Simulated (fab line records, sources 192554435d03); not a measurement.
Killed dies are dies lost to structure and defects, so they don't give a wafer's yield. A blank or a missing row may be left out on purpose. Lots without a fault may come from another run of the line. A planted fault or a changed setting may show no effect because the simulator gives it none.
Which tool did it? | flow n5_finfet | 12 lots, 34 wafers sampled, at 5 steps of a route of 1938

WHAT THE GAUGES READ, wafer by wafer
The record holds no reading of a measuring or inspecting step that can be judged against a usual standard deviation.

WHICH TOOL RAN EACH LOT (tool, then ch and the chambers of the sampled wafers, then the start)
lot  | N5_BEOL_M6_VIA_ETCH_34             | N5_BEOL_M6_SURFACE_TREAT_79  | N5_BEOL_M6_CVD_78                | N5_BEOL_M7_ILD_DEP_00           | N5_PASSIVATION_PROBE_49
L595 | rie_diel-04 ch 0,1,3, day 9 09:29  | pvd_sputter-02, day 9 10:56  | cvd_co-02 ch 0,1,2, day 9 11:00  | pecvd-01 ch 0,1,2, day 9 12:11  | -
L600 | rie_diel-04 ch 0,1,3, day 10 10:48 | pvd_sputter-03, day 10 13:10 | cvd_co-01 ch 1,2, day 10 13:15   | pecvd-04 ch 0,1, day 10 14:27   | -
L598 | rie_diel-04 ch 1,2,3, day 10 12:25 | pvd_sputter-03, day 10 13:37 | cvd_co-01 ch 1,2, day 10 13:40   | pecvd-03 ch 0,1, day 10 15:32   | -
L601 | rie_diel-02 ch 0,1,2, day 11 10:36 | pvd_sputter-02, day 11 11:56 | cvd_co-01 ch 0,1, day 11 12:00   | pecvd-04 ch 0,1, day 11 13:07   | prober-01, day 14 23:34
L605 | rie_diel-04 ch 0,2,3, day 11 23:55 | pvd_sputter-01, day 12 02:28 | cvd_co-01 ch 0,2, day 12 02:32   | pecvd-01 ch 0,1,2, day 12 03:41 | -
L606 | rie_diel-02 ch 1,2,3, day 13 04:30 | pvd_sputter-03, day 13 05:48 | cvd_co-01 ch 1,2, day 13 05:56   | pecvd-04 ch 0,1,2, day 13 07:31 | prober-01, day 16 14:25
L604 | rie_diel-02 ch 2,3, day 13 04:54   | pvd_sputter-01, day 13 06:19 | cvd_co-02 ch 1,2, day 13 06:24   | pecvd-03 ch 1,2, day 13 08:04   | -
L609 | rie_diel-05 ch 2, day 13 05:02     | pvd_sputter-01, day 13 06:38 | cvd_co-01 ch 2, day 13 06:57     | pecvd-04 ch 1, day 13 08:59     | -
L612 | rie_diel-02 ch 0,2, day 14 08:14   | pvd_sputter-01, day 14 09:34 | cvd_co-02 ch 0,2, day 14 09:37   | pecvd-03 ch 1,2, day 14 12:50   | -
L614 | rie_diel-05 ch 1,2,3, day 14 09:08 | pvd_sputter-01, day 14 10:30 | cvd_co-02 ch 1,2, day 14 10:37   | pecvd-01 ch 0,1, day 14 13:23   | -
L616 | rie_diel-04 ch 0,2, day 14 19:50   | pvd_sputter-02, day 14 21:25 | cvd_co-02 ch 0,1,2, day 14 21:28 | pecvd-01 ch 0,1, day 14 23:34   | -
L617 | rie_diel-02 ch 1,2,3, day 15 17:39 | pvd_sputter-02, day 15 19:14 | cvd_co-02 ch 0,1,2, day 15 19:34 | pecvd-01 ch 0,1,2, day 15 22:19 | -
- N5_BEOL_M6_VIA_ETCH_34: etches SiCOH lowk in C4F6/O2, target depth 126.3 nm, time 50.9 s.
- N5_BEOL_M6_SURFACE_TREAT_79
- N5_BEOL_M6_CVD_78: deposits Co from CCTBA/H2, target thk 2 nm, time 142.3 s.
- N5_BEOL_M7_ILD_DEP_00: deposits SiCOH lowk from DEMS/porogen, target thk 179.75 nm, time 33.4 s.
- N5_PASSIVATION_PROBE_49

WHAT THE TOOLS THEMSELVES READ (means of the sampled wafers that have a number; where no wafer has one, the mark that the record gives instead)
N5_BEOL_M6_VIA_ETCH_34.
lot  | tool        | drypump_motor_current_A (A) | oes_product_au (a.u.) | rf_vpp_V (V) | showerhead_plenum_p_Torr (Torr) | throttle_valve_pct (%)
L595 | rie_diel-04 | 6.2                         | 0.77                  | 665          | 2.84                            | 20.69
L600 | rie_diel-04 | 6.2                         | 0.76                  | 664          | 2.84                            | 20.71
L598 | rie_diel-04 | 6.1                         | 0.76                  | 664          | 2.76                            | 20.86
L601 | rie_diel-02 | 5.7                         | 0.85                  | 670          | 2.92                            | 20.73
L605 | rie_diel-04 | 6.2                         | 0.79                  | 668          | 2.85                            | 20.84
L606 | rie_diel-02 | 5.9                         | 0.79                  | 670          | 2.89                            | 20.76
L604 | rie_diel-02 | 6.2                         | 0.84                  | 669          | 2.82                            | 20.68
L609 | rie_diel-05 | 5.8                         | 0.85                  | 673          | 3.02                            | 20.85
L612 | rie_diel-02 | 6.0                         | 0.85                  | 670          | 2.84                            | 20.67
L614 | rie_diel-05 | 5.9                         | 0.82                  | 666          | 2.84                            | 20.93
L616 | rie_diel-04 | 6.3                         | 0.80                  | 664          | 2.91                            | 20.85
L617 | rie_diel-02 | 5.9                         | 0.77                  | 670          | 2.88                            | 20.79

N5_BEOL_M6_CVD_78.
lot  | tool      | run_length_s (s)
L595 | cvd_co-02 | 165.3
L600 | cvd_co-01 | 164.8
L598 | cvd_co-01 | 165.2
L601 | cvd_co-01 | 165.6
L605 | cvd_co-01 | 165.4
L606 | cvd_co-01 | 192.9
L604 | cvd_co-02 | 164.9
L609 | cvd_co-01 | 250.0
L612 | cvd_co-02 | 165.5
L614 | cvd_co-02 | 165.0
L616 | cvd_co-02 | 165.4
L617 | cvd_co-02 | 165.3

N5_BEOL_M7_ILD_DEP_00.
lot  | tool     | heater_power_w (W) | showerhead_plenum_p_Torr (Torr) | throttle_valve_pct (%)
L595 | pecvd-01 | 239                | 5.744                           | 14.2
L600 | pecvd-04 | 337                | 5.749                           | 13.9
L598 | pecvd-03 | 263                | 5.749                           | 15.1
L601 | pecvd-04 | 295                | 5.753                           | 14.0
L605 | pecvd-01 | 247                | 5.729                           | 14.3
L606 | pecvd-04 | 305                | 5.751                           | 14.0
L604 | pecvd-03 | 262                | 5.747                           | 14.9
L609 | pecvd-04 | 339                | 5.759                           | 14.5
L612 | pecvd-03 | 310                | 5.734                           | 14.3
L614 | pecvd-01 | 233                | 5.743                           | 14.3
L616 | pecvd-01 | 252                | 5.749                           | 14.4
L617 | pecvd-01 | 242                | 5.737                           | 14.4

N5_PASSIVATION_PROBE_49.
lot  | tool      | defect_limited_yield (%) | killed_at_M0_to_M3 | killed_at_M4_up | killed_at_contacts | killed_at_front_end | killed_at_other | killed_dies | killed_open | killed_short | sort_bin_4_leakage (%) | sort_bin_5_function (%) | sort_bin_6_memory (%) | sort_n_pass | sort_yield_pct (%)
L601 | prober-01 | 87.5                     | 69                 | 21              | 11                 | 46                  | 1               | 148         | 94          | 54           | 0.00                   | 8.0                     | 4.2                   | 1032        | 87.5
L606 | prober-01 | 90.1                     | 46                 | 13              | 13                 | 36                  | 9               | 117         | 78          | 38           | 0.00                   | 5.9                     | 3.7                   | 1063        | 90.1

THE ANSWER, worked out from the rows above alone
Rule: what is usual is taken from the lots themselves. Put in order of their means at a reading, lots are off if they are a third of the lots or fewer, leave a main group of 4 or more, and stand apart from it by a gap of 3 or more times the standard deviation of the main group's means; of several such gaps the widest counts. A main group whose means are all the same, to the digits that the tables above print for the reading, isn't used. A lot without any number at a reading at which 4 lots or more have one is off too. The other lots that the step has rows for count as sound. The gauges are gone through in route order, then the tools' own readings, and for those a lot's mean is taken as printed above. The first step at which some lot is off is used, and at that step the reading that is off furthest; a lot without a number counts as furthest.
Off: L606, L609, at N5_BEOL_M6_CVD_78 (run_length_s). The main group: mean 165.2 s, standard deviation 0.25.
A tool fits if, at that step or a process step before it, it ran every lot that is off, and no sound lot after the first of them. One fits: cvd_co-01 at N5_BEOL_M6_CVD_78. Its last sound lot is L605 (day 12 02:32), its first lot that is off L606 (day 13 05:56): a fault that began between those two fits.
The tool's own readings at N5_BEOL_M6_CVD_78 bear it out: on the lots that are off they differ by more than 5 times the standard deviation of the sound lots' means. run_length_s reads 221.4 s there against 165.2 s on the sound lots.

WHAT THE SIMULATOR HAD PUT IN
Process parameter drift: cvd_co-01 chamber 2, from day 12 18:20 on, at N5_BEOL_M6_CVD_78. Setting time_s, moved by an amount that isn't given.
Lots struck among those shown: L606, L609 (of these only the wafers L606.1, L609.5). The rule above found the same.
